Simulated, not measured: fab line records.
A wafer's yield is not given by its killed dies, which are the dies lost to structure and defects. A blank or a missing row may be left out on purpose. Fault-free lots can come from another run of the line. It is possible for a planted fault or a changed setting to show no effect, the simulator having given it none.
The tool behind it: which one? | flow nand harc | Sampling: 13 lots, 39 wafers, 3 of 1302 route steps

WHAT THE GAUGES READ, wafer by wafer
NHARC_A_ONON_D2_THK_MEAS_11: measures by ellipsometry. Usual: thk nm at 1000 nm, with a standard deviation of 11.
lot  | measured     | on            | thk nm (nm)    | flag
L732 | day 13 02:39 | film metro-02 | 995 996 994    |
L733 | day 13 10:20 | film metro-02 | 978 980 978    |
L735 | day 14 13:39 | film metro-01 | 1008 1009 1010 |
L736 | day 14 22:38 | film metro-01 | 1017 1016 1019 |
L737 | day 14 22:49 | film metro-02 | 1006 1007 1007 |
L738 | day 15 12:52 | film metro-01 | 1016 1018 1017 |
L739 | day 16 04:54 | film metro-02 | 1002 1002 1005 |
L740 | day 16 17:23 | film metro-01 | 987 987 986    |
L742 | day 17 07:48 | film metro-02 | 977 977 978    |
L741 | day 17 07:48 | film metro-01 | 1008 1008 1006 |
L747 | day 18 21:03 | film metro-01 | 996 997 996    |
L751 | day 20 19:09 | film metro-02 | 1010 1010 1012 |
L753 | day 21 20:46 | film metro-01 | 1007 1006 1006 |

NHARC_A_ONON_D2_THK_MEAS_24: measures by ellipsometry. Usual: thk nm at 996 nm, with a standard deviation of 7.6.
lot  | measured     | on            | thk nm (nm)    | flag
L732 | day 13 12:04 | film metro-02 | 988 989 989    |
L733 | day 13 21:22 | film metro-01 | 1003 1002 1004 |
L735 | day 14 22:40 | film metro-01 | 1003 1004 1002 |
L736 | day 15 07:44 | film metro-01 | 996 996 995    |
L737 | day 15 07:44 | film metro-02 | 996 998 997    |
L738 | day 15 21:53 | film metro-01 | 1013 1012 1011 |
L739 | day 16 14:39 | film metro-01 | 993 991 989    |
L740 | day 17 02:27 | film metro-01 | 1002 1002 999  |
L742 | day 17 16:53 | film metro-01 | 992 991 992    |
L741 | day 17 16:53 | film metro-02 | 996 993 995    |
L747 | day 19 07:01 | film metro-02 | 1007 1006 1005 |
L751 | day 21 06:28 | film metro-01 | 991 1545 1545  | OFF
L753 | day 22 05:49 | film metro-02 | 996 997 997    |

WHAT TOOL EACH LOT RAN ON (gives the tool, then ch and the chambers of the sampled wafers, and finally the start)
lot  | NHARC_A_ONON_D2_DEP_22
L732 | pecvd onon-03 ch 0, day 13 11:32
L733 | pecvd onon-04 ch 0, day 13 20:55
L735 | pecvd onon-02 ch 0, day 14 22:16
L736 | pecvd onon-04 ch 0, day 15 07:18
L737 | pecvd onon-03 ch 0, day 15 07:20
L738 | pecvd onon-04 ch 0, day 15 21:22
L739 | pecvd onon-04 ch 0, day 16 14:07
L740 | pecvd onon-04 ch 0, day 17 02:03
L742 | pecvd onon-04 ch 0, day 17 16:26
L741 | pecvd onon-02 ch 0, day 17 16:26
L747 | pecvd onon-02 ch 0, day 19 06:29
L751 | pecvd onon-02 ch 0, day 21 05:56
L753 | pecvd onon-04 ch 0, day 22 05:22
- NHARC_A_ONON_D2_DEP_22: target thk 1000 nm.

AS READ BY THE TOOLS THEMSELVES (means over the sampled wafers that have a number; for cases with no such wafer, the mark the record gives instead)
NHARC_A_ONON_D2_DEP_22. Usual: n2 flow sccm at 2751 sccm, with a standard deviation of 9.2.
lot  | tool          | n2 flow sccm (sccm) | flag
L732 | pecvd onon-03 | 2744                |
L733 | pecvd onon-04 | 2753                |
L735 | pecvd onon-02 | 2759                |
L736 | pecvd onon-04 | 2751                |
L737 | pecvd onon-03 | 2767                |
L738 | pecvd onon-04 | 2745                |
L739 | pecvd onon-04 | 2746                |
L740 | pecvd onon-04 | 2754                |
L742 | pecvd onon-04 | 2755                |
L741 | pecvd onon-02 | 2743                |
L747 | pecvd onon-02 | 2752                |
L751 | pecvd onon-02 | 2750                |
L753 | pecvd onon-04 | 2751                |

THE ANSWER, worked out from the rows above alone
Rule: a lot is off if the mean of its wafers that have a number lies more than 3 standard deviations from the usual mean. Also off: a lot with no number at a reading for which 4 or more lots have one. Any other lot the step has rows for is counted as sound. Order of review: gauges by route order, followed by the tools' own readings, for which a lot's mean as printed above is used. At the first step where some lot is off, the reading lying furthest off is the one used; lots without a number count as furthest.
Off at NHARC_A_ONON_D2_THK_MEAS_24 (thk nm): L751.
If a tool, at a process step before that reading, ran all the lots that are off and no sound lot after the first of them, it fits. Gauges at NHARC_A_ONON_D2_THK_MEAS_24: tried the same way as those tools. 2 tools fit, pecvd onon-02 at NHARC_A_ONON_D2_DEP_22 and film metro-01 at NHARC_A_ONON_D2_THK_MEAS_24, so this cannot tell which one it is.

WHAT WAS PUT IN BY THE SIMULATOR
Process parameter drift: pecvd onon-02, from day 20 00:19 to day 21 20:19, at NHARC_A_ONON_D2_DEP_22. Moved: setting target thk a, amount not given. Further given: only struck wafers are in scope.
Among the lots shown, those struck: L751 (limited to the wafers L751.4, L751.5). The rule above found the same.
